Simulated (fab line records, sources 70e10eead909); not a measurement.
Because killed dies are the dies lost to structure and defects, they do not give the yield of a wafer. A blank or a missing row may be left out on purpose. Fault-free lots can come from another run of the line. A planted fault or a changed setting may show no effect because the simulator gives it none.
Chamber matching || flow nandHarc || NHARC_A_DECK1_JOINT_ETCHBACK_00 on rieSi-02: 4 sister chambers
The step etches the open film in HBr, target depth 30 nm, time 17.4 s. 18 wafers are shown with their chamber, then 9 later ones without.

## WAFERS WITH THEIR CHAMBER
{"wafer": "L074.1", "chamber": 1, "throttleValvePct (%)": 23.262, "oesProductAu (a.u.)": 1.002}
{"wafer": "L074.2", "chamber": 3, "throttleValvePct (%)": 23.256, "oesProductAu (a.u.)": 1.003}
{"wafer": "L074.4", "chamber": 2, "throttleValvePct (%)": 23.253, "oesProductAu (a.u.)": 0.992}
{"wafer": "L080.1", "chamber": 1, "throttleValvePct (%)": 23.272, "oesProductAu (a.u.)": 0.999}
{"wafer": "L080.3", "chamber": 2, "throttleValvePct (%)": 23.252, "oesProductAu (a.u.)": 0.995}
{"wafer": "L080.5", "chamber": 3, "throttleValvePct (%)": 23.261, "oesProductAu (a.u.)": 0.985}
{"wafer": "L081.3", "chamber": 0, "throttleValvePct (%)": 23.270, "oesProductAu (a.u.)": 1.012}
{"wafer": "L081.4", "chamber": 2, "throttleValvePct (%)": 23.271, "oesProductAu (a.u.)": 1.002}
{"wafer": "L081.6", "chamber": 2, "throttleValvePct (%)": 23.261, "oesProductAu (a.u.)": 1.006}
{"wafer": "L084.2", "chamber": 3, "throttleValvePct (%)": 23.269, "oesProductAu (a.u.)": 1.008}
{"wafer": "L084.3", "chamber": 2, "throttleValvePct (%)": 23.263, "oesProductAu (a.u.)": 0.993}
{"wafer": "L084.5", "chamber": 3, "throttleValvePct (%)": 23.254, "oesProductAu (a.u.)": 0.997}
{"wafer": "L084.1", "chamber": 1, "throttleValvePct (%)": 23.257, "oesProductAu (a.u.)": 0.997}
{"wafer": "L084.4", "chamber": 0, "throttleValvePct (%)": 23.272, "oesProductAu (a.u.)": 0.997}
{"wafer": "L084.6", "chamber": 0, "throttleValvePct (%)": 23.279, "oesProductAu (a.u.)": 1.000}
{"wafer": "L091.3", "chamber": 1, "throttleValvePct (%)": 23.264, "oesProductAu (a.u.)": 1.006}
{"wafer": "L091.4", "chamber": 0, "throttleValvePct (%)": 23.275, "oesProductAu (a.u.)": 1.010}
{"wafer": "L091.6", "chamber": 0, "throttleValvePct (%)": 23.271, "oesProductAu (a.u.)": 1.020}

SIGNATURES, as means of the wafers listed above
{"reading": "throttleValvePct", "chamber 0": 23.27340, "chamber 1": 23.26375, "chamber 2": 23.26000, "chamber 3": 23.26000, "scatter within a chamber": 0.00626}
{"reading": "oesProductAu", "chamber 0": 1.00780, "chamber 1": 1.00100, "chamber 2": 0.99760, "chamber 3": 0.99825, "scatter within a chamber": 0.00774}
Rule: a wafer's distance from a chamber is the root of the sum, over the readings, of the square of ((its reading less the chamber's mean) divided by the reading's scatter). If the next closest chamber is less than 2 further off than the closest, the wafer can't be placed; otherwise it belongs to the closest. The scatter: take each reading less its chamber's mean, square it, sum over the shown wafers, divide by the number of wafers less the number of chambers, and take the root.

## WAFERS WITH NO CHAMBER GIVEN
{"wafer": "L093.1", "throttleValvePct (%)": 23.267, "oesProductAu (a.u.)": 0.998}
{"wafer": "L093.2", "throttleValvePct (%)": 23.257, "oesProductAu (a.u.)": 1.003}
{"wafer": "L093.3", "throttleValvePct (%)": 23.277, "oesProductAu (a.u.)": 1.001}
{"wafer": "L093.4", "throttleValvePct (%)": 23.263, "oesProductAu (a.u.)": 0.984}
{"wafer": "L093.5", "throttleValvePct (%)": 23.271, "oesProductAu (a.u.)": 1.005}
{"wafer": "L093.6", "throttleValvePct (%)": 23.272, "oesProductAu (a.u.)": 0.998}
{"wafer": "L095.2", "throttleValvePct (%)": 23.280, "oesProductAu (a.u.)": 1.000}
{"wafer": "L095.3", "throttleValvePct (%)": 23.263, "oesProductAu (a.u.)": 0.983}
{"wafer": "L095.6", "throttleValvePct (%)": 23.260, "oesProductAu (a.u.)": 0.992}

## CHAMBER TAKEN BY EACH
{"wafer": "L093.1", "from the rows above": "can't be placed: 1 or 3 or 2 or 0", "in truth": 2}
{"wafer": "L093.2", "from the rows above": "can't be placed: 3 or 2 or 1 or 0", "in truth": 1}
{"wafer": "L093.3", "from the rows above": "can't be placed: 0 or 1 or 3 or 2", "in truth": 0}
{"wafer": "L093.4", "from the rows above": "can't be placed: 2 or 3 or 1 or 0", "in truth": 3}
{"wafer": "L093.5", "from the rows above": "can't be placed: 0 or 1 or 3 or 2", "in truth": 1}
{"wafer": "L093.6", "from the rows above": "can't be placed: 0 or 1 or 3 or 2", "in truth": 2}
{"wafer": "L095.2", "from the rows above": "can't be placed: 0 or 1 or 3 or 2", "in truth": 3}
{"wafer": "L095.3", "from the rows above": "can't be placed: 2 or 3 or 1 or 0", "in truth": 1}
{"wafer": "L095.6", "from the rows above": "can't be placed: 2 or 3 or 1", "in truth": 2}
0 of 9 placed correctly. These rows do not allow placing 9 (true chamber among the candidates in 9). Number placed wrongly: 0.
